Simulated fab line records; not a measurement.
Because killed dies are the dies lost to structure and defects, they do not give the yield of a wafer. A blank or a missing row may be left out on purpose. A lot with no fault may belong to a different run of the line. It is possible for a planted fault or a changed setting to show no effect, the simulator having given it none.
Chamber matching + flow nand_harc + NHARC_P_GATE_DEP_103 on pecvd-04: 3 sister chambers
The step deposits SiON, target thk 30 nm. 6 wafers are shown with their chamber, then 7 later ones without.

== WAFERS PAIRED WITH THEIR CHAMBERS ==
| wafer  | chamber | heater_power_w (W) |
|--------|---------|--------------------|
| L686.2 | 1       | 807                |
| L686.4 | 0       | 946                |
| L689.3 | 2       | 860                |
| L689.5 | 2       | 866                |
| L698.2 | 1       | 805                |
| L698.3 | 0       | 1019               |

== WAFERS WHOSE CHAMBER IS MISSING ==
| wafer  | heater_power_w (W) |
|--------|--------------------|
| L698.6 | 811                |
| L699.2 | 961                |
| L699.3 | 837                |
| L699.4 | 957                |
| L701.1 | 970                |
| L701.5 | 780                |
| L701.6 | 773                |

== EACH ONE'S CHAMBER ==
| wafer  | from the rows above     | in truth |
|--------|-------------------------|----------|
| L698.6 | can't be placed: 1 or 2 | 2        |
| L699.2 | 0                       | 0        |
| L699.3 | can't be placed: 2 or 1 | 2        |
| L699.4 | 0                       | 0        |
| L701.1 | 0                       | 0        |
| L701.5 | can't be placed: 1 or 2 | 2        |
| L701.6 | can't be placed: 1 or 2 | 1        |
3 of 7 placed correctly. Can't be placed from these rows: 4 (the true chamber is among the candidates in 4). Number placed wrongly: 0.
How it was worked out, from the rows above alone: a wafer's distance from a chamber is the root of the sum, over the readings, of the square of ((its reading less the chamber's mean) divided by the reading's scatter). If the next closest chamber is less than 2 further off than the closest, the wafer can't be placed; otherwise it belongs to the closest. For every chamber, the mean is computed from those of its wafers that are shown. The scatter is the square root of a quotient: the sum, over the shown wafers, of each reading's squared deviation from its chamber's mean, divided by wafers minus chambers.
